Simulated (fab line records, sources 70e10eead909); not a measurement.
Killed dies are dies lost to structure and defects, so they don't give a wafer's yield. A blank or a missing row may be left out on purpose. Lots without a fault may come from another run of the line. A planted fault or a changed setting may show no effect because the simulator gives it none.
Chamber matching | flow nand_harc | NHARC_P_M0_ETCH_34 on rie_diel-11: 4 sister chambers
The step etches the open film in N2/H2, target depth 40 nm, overetch 12 nm, time 43.94 s. 33 wafers are shown with their chamber, then 12 later ones without.

WAFERS WITH THEIR CHAMBER
wafer  | chamber | showerhead_plenum_p_Torr (Torr) | drypump_motor_current_A (A) | rf_vpp_V (V)
L075.3 | 3       | 2.06                            | 5.89                        | 432
L075.4 | 0       | 1.88                            | 6.00                        | 426
L075.6 | 0       | 1.88                            | 6.03                        | 425
L077.1 | 1       | 1.89                            | 5.69                        | 426
L077.4 | 2       | 1.95                            | 5.67                        | 429
L077.5 | 0       | 1.88                            | 6.03                        | 426
L079.1 | 3       | 2.06                            | 5.89                        | 432
L079.4 | 1       | 1.89                            | 5.70                        | 425
L079.6 | 0       | 1.88                            | 5.98                        | 426
L078.1 | 2       | 1.95                            | 5.70                        | 428
L078.3 | 3       | 2.06                            | 5.89                        | 430
L078.5 | 2       | 1.95                            | 5.68                        | 427
L080.1 | 3       | 2.06                            | 5.95                        | 431
L080.2 | 0       | 1.88                            | 5.99                        | 425
L080.5 | 3       | 2.06                            | 5.94                        | 431
L081.1 | 1       | 1.89                            | 5.71                        | 427
L081.4 | 0       | 1.88                            | 5.97                        | 425
L081.6 | 2       | 1.95                            | 5.67                        | 428
L082.1 | 3       | 2.06                            | 5.89                        | 431
L082.3 | 2       | 1.95                            | 5.66                        | 428
L082.6 | 2       | 1.95                            | 5.65                        | 428
L083.2 | 1       | 1.89                            | 5.72                        | 427
L083.3 | 2       | 1.95                            | 5.68                        | 429
L083.4 | 3       | 2.05                            | 5.92                        | 432
L085.3 | 2       | 1.95                            | 5.66                        | 426
L085.4 | 1       | 1.89                            | 5.71                        | 428
L085.5 | 2       | 1.95                            | 5.67                        | 427
L086.4 | 2       | 1.95                            | 5.68                        | 428
L086.5 | 2       | 1.95                            | 5.66                        | 427
L086.6 | 3       | 2.05                            | 5.93                        | 431
L087.1 | 3       | 2.05                            | 5.90                        | 432
L087.5 | 1       | 1.89                            | 5.70                        | 426
L087.6 | 0       | 1.88                            | 6.03                        | 424

SIGNATURES (means of the wafers above)
reading                  | chamber 0 | chamber 1 | chamber 2 | chamber 3 | scatter within a chamber
showerhead_plenum_p_Torr | 1.8800    | 1.8900    | 1.9500    | 2.0567    | 0.00263
drypump_motor_current_A  | 6.0043    | 5.7050    | 5.6709    | 5.9111    | 0.0196
rf_vpp_V                 | 425.29    | 426.50    | 427.73    | 431.33    | 0.853
Rule: a wafer's distance from a chamber is the root of the sum, over the readings, of the square of ((its reading less the chamber's mean) divided by the reading's scatter). The wafer belongs to the nearest chamber; if the next one is less than 2 further off, it can't be placed. The scatter: the root of (the sum of the squares of (reading less its chamber's mean) over the shown wafers, divided by (wafers less chambers)).

WAFERS WITHOUT THEIR CHAMBER
wafer  | showerhead_plenum_p_Torr (Torr) | drypump_motor_current_A (A) | rf_vpp_V (V)
L089.2 | 2.22                            | 6.00                        | 437
L089.5 | 1.95                            | 5.68                        | 428
L089.6 | 2.22                            | 6.04                        | 437
L092.2 | 1.88                            | 5.70                        | 426
L092.3 | 2.22                            | 5.99                        | 435
L092.4 | 2.05                            | 5.92                        | 430
L095.2 | 2.05                            | 5.89                        | 430
L095.5 | 2.21                            | 6.04                        | 436
L095.6 | 1.88                            | 5.70                        | 426
L096.1 | 2.05                            | 5.93                        | 430
L096.3 | 2.21                            | 5.94                        | 436
L096.6 | 2.05                            | 5.97                        | 430

WHICH CHAMBER EACH WENT THROUGH
wafer  | from the rows above | in truth
L089.2 | 3                   | 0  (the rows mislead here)
L089.5 | 2                   | 2
L089.6 | 3                   | 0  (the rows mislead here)
L092.2 | 1                   | 1
L092.3 | 3                   | 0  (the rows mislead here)
L092.4 | 3                   | 3
L095.2 | 3                   | 3
L095.5 | 3                   | 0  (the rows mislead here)
L095.6 | 1                   | 1
L096.1 | 3                   | 3
L096.3 | 3                   | 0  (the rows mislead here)
L096.6 | 3                   | 3
Placed correctly: 7 of 12. Can't be placed from these rows: 0. Placed wrongly: 5.
